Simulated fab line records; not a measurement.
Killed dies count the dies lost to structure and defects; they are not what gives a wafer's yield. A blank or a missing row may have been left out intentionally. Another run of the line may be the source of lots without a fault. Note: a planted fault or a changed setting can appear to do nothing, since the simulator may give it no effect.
Which tool did it? | flow n5-finfet | Sampling: 9 lots, 27 wafers, 5 of 1938 route steps

## WHAT EACH GAUGE READ, for each wafer
N5_GATE_CUT_OVL_MEAS_14. Usual: GATE_CUT_OVL -0.4 nm, standard deviation 0.68.
lot  | measured     | on         | GATE_CUT_OVL (nm) | flag
L407 | day 5 03:17  | overlay-02 | -1.0 -0.9 -1.3    |
L408 | day 5 11:59  | overlay-01 | -1.0 -0.6 -1.5    |
L409 | day 5 15:07  | overlay-01 | -0.3 -0.3 -0.4    |
L410 | day 6 00:04  | overlay-02 | -1.1 -0.8 0.1     |
L412 | day 6 08:37  | overlay-01 | 0.0 0.0 0.4       |
L423 | day 9 07:45  | overlay-02 | -1.4 -1.2 0.5     |
L424 | day 9 10:34  | overlay-02 | 1.0 1.1 1.6       |
L425 | day 9 17:22  | overlay-02 | 0.3 0.0 0.2       |
L427 | day 10 06:25 | overlay-01 | -0.6 -0.9 -1.1    |

N5_BEOL_M4_RC_MEAS_101. Usual: DIBL_N 36.3 mV/V, standard deviation 1.6; DIBL_P 36.5 mV/V, standard deviation 1.6; IOFF_N 0.163 nA/um, standard deviation 0.026; IOFF_P 0.22 nA/um, standard deviation 0.033; ION_N 676 uA/um, standard deviation 9.9; ION_P 464 uA/um, standard deviation 6.5; SS_N 71.5 mV/dec, standard deviation 0.5; SS_P 73.3 mV/dec, standard deviation 0.64; VT_N 249.3 mV, standard deviation 2.9; VT_P -250 mV, standard deviation 3.2.
lot  | measured     | on        | DIBL_N (mV/V)  | DIBL_P (mV/V)  | IOFF_N (nA/um)    | IOFF_P (nA/um) | ION_N (uA/um) | ION_P (uA/um) | SS_N (mV/dec)  | SS_P (mV/dec)  | VT_N (mV)         | VT_P (mV)      | flag
L407 | day 9 08:10  | prober-01 | 34.8 33.5 34.9 | 36.6 34.8 36.3 | 0.169 0.140 0.165 | 0.20 0.17 0.20 | 691 672 692   | 466 467 471   | 71.5 71.0 70.9 | 73.7 72.9 74.6 | 249.6 250.4 247.7 | -250 -251 -251 |
L408 | day 9 14:32  | prober-01 | 36.8 37.4 37.0 | 37.1 37.5 37.0 | 0.165 0.176 0.153 | 0.22 0.24 0.22 | 687 699 674   | 468 479 462   | 71.1 71.5 71.9 | 72.8 73.6 73.2 | 247.6 247.3 249.2 | -248 -248 -251 |
L409 | day 9 16:22  | prober-02 | 36.9 37.0 35.6 | 37.9 38.1 36.5 | 0.179 0.182 0.160 | 0.22 0.22 0.20 | 673 688 697   | 463 466 464   | 71.6 71.7 70.8 | 74.8 73.9 74.3 | 245.1 246.4 248.8 | -251 -250 -253 |
L410 | day 9 23:01  | prober-01 | 35.5 38.1 35.7 | 36.1 38.4 36.6 | 0.146 0.192 0.154 | 0.20 0.24 0.21 | 666 687 680   | 453 462 468   | 71.3 71.6 70.6 | 73.2 73.6 73.5 | 252.9 246.5 246.8 | -253 -249 -251 |
L412 | day 10 19:06 | prober-01 | 34.5 34.2 33.9 | 35.3 35.9 34.6 | 0.135 0.142 0.129 | 0.17 0.18 0.17 | 670 682 674   | 452 464 461   | 71.3 71.1 71.5 | 72.5 72.5 72.6 | 252.4 249.9 249.3 | -254 -250 -252 |
L423 | day 13 19:29 | prober-01 | 33.9 34.3 34.3 | 34.1 34.0 33.9 | 0.123 0.123 0.128 | 0.21 0.20 0.21 | 676 665 663   | 477 459 467   | 71.4 71.0 71.2 | 72.4 73.1 72.2 | 255.8 254.4 256.5 | -246 -248 -247 |
L424 | day 13 16:11 | prober-01 | 38.4 35.0 35.9 | 42.3 37.9 38.6 | 0.213 0.145 0.164 | 0.29 0.21 0.23 | 685 680 682   | 470 470 471   | 72.8 70.8 71.5 | 74.2 72.1 72.9 | 246.6 248.1 250.8 | -245 -250 -249 |
L425 | day 13 21:23 | prober-01 | 35.9 35.8 35.9 | 35.8 36.3 36.1 | 0.146 0.143 0.152 | 0.20 0.20 0.20 | 667 671 675   | 459 467 462   | 71.0 71.2 71.4 | 73.1 73.1 72.5 | 253.6 250.4 251.3 | -251 -253 -254 |
L427 | day 14 08:29 | prober-01 | 36.3 36.5 38.5 | 35.8 35.5 39.0 | 0.173 0.165 0.217 | 0.24 0.23 0.30 | 681 671 696   | 463 462 473   | 71.5 72.0 72.0 | 73.2 74.0 74.1 | 246.1 247.7 243.8 | -246 -246 -245 |

## TOOL THAT RAN EACH LOT (tool first, then ch and the chambers of the sampled wafers, then the start)
lot  | N5_HKMG_FIN_ALD_72            | N5_GATE_CUT_ETCHBACK_30           | N5_GATE_CUT_CUT_ETCH_54
L407 | cvd-w-01 ch 0,1, day 4 21:58  | rie-metal-01 ch 0,1, day 4 23:06  | rie-metal-03 ch 0,1, day 5 03:49
L408 | cvd-w-02 ch 0,1, day 5 07:28  | rie-metal-02 ch 0,1, day 5 08:35  | rie-metal-03 ch 0,1, day 5 12:32
L409 | cvd-w-01 ch 0,1, day 5 10:21  | rie-metal-01 ch 1, day 5 11:42    | rie-metal-03 ch 0,1, day 5 15:40
L410 | cvd-w-02 ch 0,1, day 5 19:19  | rie-metal-01 ch 1, day 5 20:38    | rie-metal-01 ch 1, day 6 00:40
L412 | cvd-w-02 ch 0,1, day 6 04:06  | rie-metal-02 ch 0,1, day 6 05:14  | rie-metal-03 ch 0,1, day 6 09:10
L423 | cvd-w-02 ch 0,1, day 9 03:06  | rie-metal-01 ch 0,1, day 9 04:21  | rie-metal-01 ch 0,1, day 9 08:24
L424 | cvd-w-01 ch 0,1, day 9 06:05  | rie-metal-01 ch 0,1, day 9 07:13  | rie-metal-01 ch 0,1, day 9 11:07
L425 | cvd-w-01 ch 0,1, day 9 12:52  | rie-metal-03 ch 0,1, day 9 14:00  | rie-metal-03 ch 0, day 9 17:55
L427 | cvd-w-02 ch 0,1, day 10 01:47 | rie-metal-01 ch 0,1, day 10 02:55 | rie-metal-01 ch 0,1, day 10 06:58
- N5_HKMG_FIN_ALD_72: deposits W, target thk 2 nm, pulse time 1 s, purge time 2 s.
- N5_GATE_CUT_ETCHBACK_30: etches TiN in Cl2/Ar, target depth 3 nm.
- N5_GATE_CUT_CUT_ETCH_54: etches TiN in Cl2/BCl3, target depth 96.7 nm.

## WHAT THE TOOLS THEMSELVES READ (means of the sampled wafers that have a number; where no wafer has one, the mark that the record gives instead)
N5_HKMG_FIN_ALD_72. Usual: heater-power-outer-w 250 W, standard deviation 15; heater-power-w 456 W, standard deviation 38; precursor-pulse-height-rel 0.995, standard deviation 0.019.
lot  | tool     | heater-power-outer-w (W) | heater-power-w (W) | precursor-pulse-height-rel | flag
L407 | cvd-w-01 | 256                      | 486                | 0.986                      |
L408 | cvd-w-02 | 252                      | 426                | 0.975                      |
L409 | cvd-w-01 | 247                      | 461                | 0.985                      |
L410 | cvd-w-02 | 253                      | 428                | 0.986                      |
L412 | cvd-w-02 | 237                      | 426                | 1.004                      |
L423 | cvd-w-02 | 254                      | 433                | 1.000                      |
L424 | cvd-w-01 | 254                      | 488                | 0.980                      |
L425 | cvd-w-01 | 253                      | 485                | 0.990                      |
L427 | cvd-w-02 | 252                      | 430                | 1.002                      |

N5_GATE_CUT_ETCHBACK_30. Usual: drypump-motor-current-A 5.7 A, standard deviation 0.34; he-backside-leak-sccm 3.56 sccm, standard deviation 0.2; oes-product-au 0.76 a.u., standard deviation 0.12; throttle-valve-pct 20.91 %, standard deviation 0.18.
lot  | tool         | drypump-motor-current-A (A) | he-backside-leak-sccm (sccm) | oes-product-au (a.u.) | throttle-valve-pct (%) | flag
L407 | rie-metal-01 | 6.1                         | 3.74                         | 0.61                  | 20.98                  |
L408 | rie-metal-02 | 5.6                         | 3.31                         | 0.64                  | 21.14                  |
L409 | rie-metal-01 | 6.2                         | 3.81                         | 0.65                  | 20.78                  |
L410 | rie-metal-01 | 6.2                         | 3.52                         | 0.65                  | 20.78                  |
L412 | rie-metal-02 | 5.6                         | 3.38                         | 0.64                  | 21.15                  |
L423 | rie-metal-01 | 6.1                         | 3.57                         | 0.82                  | 20.70                  |
L424 | rie-metal-01 | 6.2                         | 3.85                         | 0.73                  | 20.77                  |
L425 | rie-metal-03 | 5.6                         | 3.61                         | 0.83                  | 20.86                  |
L427 | rie-metal-01 | 6.2                         | 3.66                         | 0.81                  | 20.72                  |

N5_GATE_CUT_CUT_ETCH_54. Usual: drypump-motor-current-A 5.8 A, standard deviation 0.34; etch-rf-on-time-s 36.9 s, standard deviation 0.36; he-backside-leak-sccm 3.54 sccm, standard deviation 0.22; oes-product-au 0.72 a.u., standard deviation 0.11; throttle-valve-pct 22.27 %, standard deviation 0.15.
lot  | tool         | drypump-motor-current-A (A) | etch-rf-on-time-s (s) | he-backside-leak-sccm (sccm) | oes-product-au (a.u.) | throttle-valve-pct (%) | flag
L407 | rie-metal-03 | 5.5                         | 37.5                  | 3.51                         | 0.74                  | 22.33                  |
L408 | rie-metal-03 | 5.6                         | 37.0                  | 3.56                         | 0.80                  | 22.23                  |
L409 | rie-metal-03 | 5.6                         | 40.7                  | 3.57                         | 0.75                  | 22.28                  | OFF
L410 | rie-metal-01 | 6.2                         | 37.3                  | 3.57                         | 0.58                  | 22.19                  |
L412 | rie-metal-03 | 5.5                         | 40.5                  | 3.66                         | 0.75                  | 22.28                  | OFF
L423 | rie-metal-01 | 6.1                         | 36.9                  | 3.54                         | 0.74                  | 22.13                  |
L424 | rie-metal-01 | 6.2                         | 36.8                  | 3.59                         | 0.66                  | 22.16                  |
L425 | rie-metal-03 | 5.5                         | 36.7                  | 3.61                         | 0.68                  | 22.42                  |
L427 | rie-metal-01 | 6.2                         | 36.9                  | 3.59                         | 0.65                  | 22.17                  |

## THE ANSWER, worked out from the rows above alone
Rule: a lot is off if the mean of its wafers that have a number lies more than 3 standard deviations from the usual mean. A lot without any number at a reading at which 4 lots or more have one is off too. Any other lot the step has rows for is counted as sound. Order of review: gauges by route order, followed by the tools' own readings, for which a lot's mean as printed above is used. At the first step where some lot is off, the reading lying furthest off is the one used; lots without a number count as furthest.
Off: L409, L412 (N5_GATE_CUT_CUT_ETCH_54, etch-rf-on-time-s).
If a tool, at that step or one of the process steps before it, ran each lot that is off and ran no sound lot following the first of them, it fits. None of those tried fits.

## WHAT HAD BEEN PUT IN BY THE SIMULATOR
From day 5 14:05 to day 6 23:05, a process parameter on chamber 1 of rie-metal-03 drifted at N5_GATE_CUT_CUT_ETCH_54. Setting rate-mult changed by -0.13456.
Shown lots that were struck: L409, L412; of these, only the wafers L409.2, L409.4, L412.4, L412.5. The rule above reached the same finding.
